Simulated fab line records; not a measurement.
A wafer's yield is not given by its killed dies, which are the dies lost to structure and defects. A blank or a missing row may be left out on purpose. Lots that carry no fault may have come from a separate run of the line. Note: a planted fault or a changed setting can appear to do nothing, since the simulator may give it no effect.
Chamber matching -- flow n5Finfet -- 4 sister chambers for N5_BEOL_M4_ETCH_77 on rieDiel-05
The step etches underlayer in N2/H2, target depth 6.5 nm, time 5.2 s. 7 wafers are shown with their chamber, then 10 later ones without.

== WAFERS, EACH WITH ITS CHAMBER ==
wafer,chamber,drypumpMotorCurrentA (A),etchRfOnTimeS (s)
L079.1,2,5.1,5.32
L079.3,2,5.1,5.32
L083.6,1,6.1,5.12
L090.4,1,6.0,5.05
L090.6,0,5.7,4.91
L094.2,3,5.6,5.28
L094.4,0,5.8,5.03

== WAFERS WITHOUT THEIR CHAMBER ==
wafer,drypumpMotorCurrentA (A),etchRfOnTimeS (s)
L094.5,6.1,5.05
L095.3,6.1,5.05
L095.5,5.6,5.15
L095.6,5.7,5.05
L096.1,5.7,5.12
L096.4,6.1,5.19
L096.5,5.6,5.24
L097.1,5.7,5.15
L097.5,5.6,5.25
L097.6,5.1,5.23

== WHICH CHAMBER EACH ONE RAN IN ==
wafer,from the rows above,in truth
L094.5,1,1
L095.3,1,1
L095.5,can't be placed: 3 or 0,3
L095.6,0,0
L096.1,can't be placed: 0 or 3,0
L096.4,1,1
L096.5,3,3
L097.1,can't be placed: 3 or 0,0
L097.5,3,3
L097.6,2,2
Correct placement for 7 of the 10. These rows do not allow placing 3 (true chamber among the candidates in 3). Placed wrongly: 0.
How it was worked out, from the rows above alone: a wafer's distance from a chamber is the root of the sum, over the readings, of the square of ((its reading less the chamber's mean) divided by the reading's scatter). The wafer belongs to the nearest chamber; if the next one is less than 2 further off, it can't be placed. For every chamber, the mean is computed from those of its wafers that are shown. The scatter: take each reading less its chamber's mean, square it, sum over the shown wafers, divide by the number of wafers less the number of chambers, and take the root.
